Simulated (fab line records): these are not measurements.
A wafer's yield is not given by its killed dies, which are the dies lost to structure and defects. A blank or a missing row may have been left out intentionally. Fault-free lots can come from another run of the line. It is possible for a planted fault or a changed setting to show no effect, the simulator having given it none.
A struck lot beside a sound one || flow n5-finfet || 36 out of 1938 route steps
Sound: these wafers, L295.3, L295.4, L295.6. Struck: wafer L301.3; the same lot's L301.4 was not struck, so it is left out; see the end for the cause.
At each step with rows: each side's tool, then ch and its chambers, then its first start. Under that, the readings that differ: sound wafers || struck wafers || difference of the means || sigmas: that difference in standard deviations of wafers without a fault.
alike: readings with means less than 2 such deviations apart, plus words and numbers identical on both sides. not compared: withheld readings, readings lacking a value on some wafer, bounds such as >300 that could conceal the same value, and numbers that have no deviation in the record and whose values overlap.
The two part at a step that has a row with sigmas, a row that says differs or no value, or rows on one side only. Numbers that have no deviation but don't overlap get no sigmas and don't part them. Lack of a reading on every wafer of one side parts them only where that side has two or more wafers.

first, 9 steps without rows for these wafers: N5_PMOS_HMC_CHANNEL_EPI_EPI_26 (deposits Si from SiH4/H2, target thk 3.8 nm, time 22.7 s); N5_FIN_SAQP_PRECLEAN_42 (cleans in O3/DIW, time 60 s); N5_FIN_SAQP_PRECLEAN_00 (cleans in SC1, time 60 s); N5_FIN_SAQP_PRECLEAN_44 (cleans in SC2, time 45 s); N5_FIN_SAQP_SRD_01 (time 30 s); N5_FIN_SAQP_ALD_61 (deposits SiO2, target thk 4 nm, pulse time 1 s, purge time 2 s); N5_FIN_SAQP_DENSIFY_62 (time 60 s); N5_FIN_SAQP_HM_DEP_03 (deposits SiNx from SiH4/NH3/N2, target thk 38 nm, time 33.6 s); N5_FIN_SAQP_PECVD_47 (deposits a-Si from SiH4/He, target thk 45 nm, time 36.3 s).
N5_FIN_SAQP_PECVD_48: deposits SiNx from SiH4/NH3/N2, target thk 25 nm, time 22.1 s.
  sound on pecvd-02 ch 0,1, day 3 15:54; struck on pecvd-02 ch 0, day 5 05:37
{"reading": "model.SiNx_of_FIN_SAQP_PECVD_48.thk-nm (nm)", "sound": "25.25 25.72 25.75", "struck": 36.99, "difference": "+11.42", "sigmas": ""}
  alike: heater-power-w, showerhead-plenum-p-Torr, susceptor-temp-C, throttle-valve-pct
then, 16 steps without rows for these wafers: N5_FIN_SAQP_PECVD_06 (deposits a-Si from SiH4/He, target thk 60 nm, time 48.1 s); N5_FIN_SAQP_HM_DEP_72 (deposits SiO2 from SiH4/N2O, target thk 12 nm, time 7.2 s); N5_FIN_SAQP_COAT_49 (time 60 s, resist thk 100 nm); N5_FIN_SAQP_COAT_50 (time 60 s, resist thk 35 nm); N5_FIN_SAQP_COAT_10 (resist thk 90 nm); N5_FIN_SAQP_EBR_12; N5_FIN_SAQP_SOFTBAKE_11 (time 60 s); N5_FIN_SAQP_EXPOSE_13 (exposes mask FIN CORE, target cd 35.6 nm); N5_FIN_SAQP_PEB_14 (peb time 60 s); N5_FIN_SAQP_DEVELOP_15 (develop time 30 s); N5_FIN_SAQP_DESCUM_21 (chemistry O2, time 7.9 s); N5_FIN_SAQP_ETCH_51 (etches SiARC in CF4, target depth 45.5 nm, time 75.8 s); N5_FIN_SAQP_ETCH_52 (etches SOC in N2/H2, target depth 100 nm, overetch 20 nm, time 150 s); N5_FIN_SAQP_STRIP_53 (strips in N2/H2); N5_FIN_SAQP_HM_OPEN_73 (chemistry CHF3/O2, target SiO2, stops on a-Si, target depth 12 nm, time 16.8 s); N5_FIN_SAQP_STRIP_74 (strips in CHF3/O2).
N5_FIN_SAQP_MANDREL_ETCH_22: etches a-Si in HBr/Cl2, stops on SiNx, target depth 60 nm, bt time 10 s, time 30 s.
  sound on rie-si-01 ch 2,3, day 3 17:52; struck on rie-si-04 ch 3, day 5 06:37
{"reading": "oes-product-au (a.u.)", "sound": "0.798 0.793 0.790", "struck": 0.755, "difference": -0.039, "sigmas": -3}
{"reading": "model.SiNx_of_FIN_SAQP_PECVD_48.thk-nm (nm)", "sound": "25 25.72 25.5", "struck": 36.99, "difference": "+11.58", "sigmas": ""}
  alike: bias-w, drypump-motor-current-A, throttle-valve-pct
  not compared: rf-hours-counter-h
then, 7 steps without rows for these wafers: N5_FIN_SAQP_STRIP_55 (strips in N2/H2); N5_FIN_SAQP_STRIP_23 (strips in SPM, time 750 s); N5_FIN_SAQP_SRD_66 (time 30 s); N5_FIN_SAQP_RECESS_75 (chemistry HF/NH3, target SiO2, target depth 14.4 nm, afs cycles 3, sublimation time 60 s); N5_FIN_SAQP_SPACER1_ALD_24 (deposits SiO2, target thk 20.3 nm, pulse time 1 s, purge time 2 s); N5_FIN_SAQP_SPACER1_ETCHBACK_25 (etches SiO2 in CHF3/O2, target depth 24.4 nm, time 12.2 s); N5_FIN_SAQP_MANDREL1_REMOVE_56 (chemistry HBr/Cl2/O2, target a-Si, stops on SiNx, bt time 10 s).
N5_FIN_SAQP_ETCH_57: etches SiNx in CH3F/O2, target depth 32.5 nm, time 46.4 s.
  sound on rie-diel-05 ch 1,3, day 3 20:11; struck on rie-diel-04 ch 1, day 5 10:14
{"reading": "bias-w (W)", "sound": "73.34 72.87 73.13", "struck": 72.65, "difference": -0.46, "sigmas": -2}
{"reading": "etch-rf-on-time-s (s)", "sound": "47.3 48.8 48.5", "struck": 68.7, "difference": "+20.5", "sigmas": "+22"}
{"reading": "showerhead-plenum-p-Torr (Torr)", "sound": "1.93 1.89 1.89", "struck": 2.08, "difference": "+0.18", "sigmas": "+2"}
{"reading": "model.etch.depth-nm (nm)", "sound": "25 25.72 25.5", "struck": 36.99, "difference": "+11.58", "sigmas": ""}
  alike: O2_flow_sccm, drypump-motor-current-A, oes-product-au, rf-vpp-V, throttle-valve-pct
  not compared: rf-hours-counter-h
-- here the record skips 6 days between the struck wafers' starts before and after, leaving off in module FIN_SAQP and picking up in module BEOL_M4 (first step shown: number 1111 of the route) --
N5_BEOL_M4_RC_MEAS_101:
  sound on prober-01 ch 0, day 9 08:28; struck on prober-02 ch 0, day 11 09:58
{"reading": "IOFF_P (nA/um)", "sound": "0.25 0.25 0.23", "struck": 0.17, "difference": -0.07, "sigmas": -2}
{"reading": "VT_P (mV)", "sound": "-246 -248 -248", "struck": -254, "difference": -7, "sigmas": -2}
  alike: DIBL_N, DIBL_P, IOFF_N, ION_N, ION_P, SS_N, SS_P, VT_N

== WHERE THEY PART ==
Earliest at N5_FIN_SAQP_MANDREL_ETCH_22; latest, in this record, at N5_BEOL_M4_RC_MEAS_101.

WHY: whatever the simulator had introduced
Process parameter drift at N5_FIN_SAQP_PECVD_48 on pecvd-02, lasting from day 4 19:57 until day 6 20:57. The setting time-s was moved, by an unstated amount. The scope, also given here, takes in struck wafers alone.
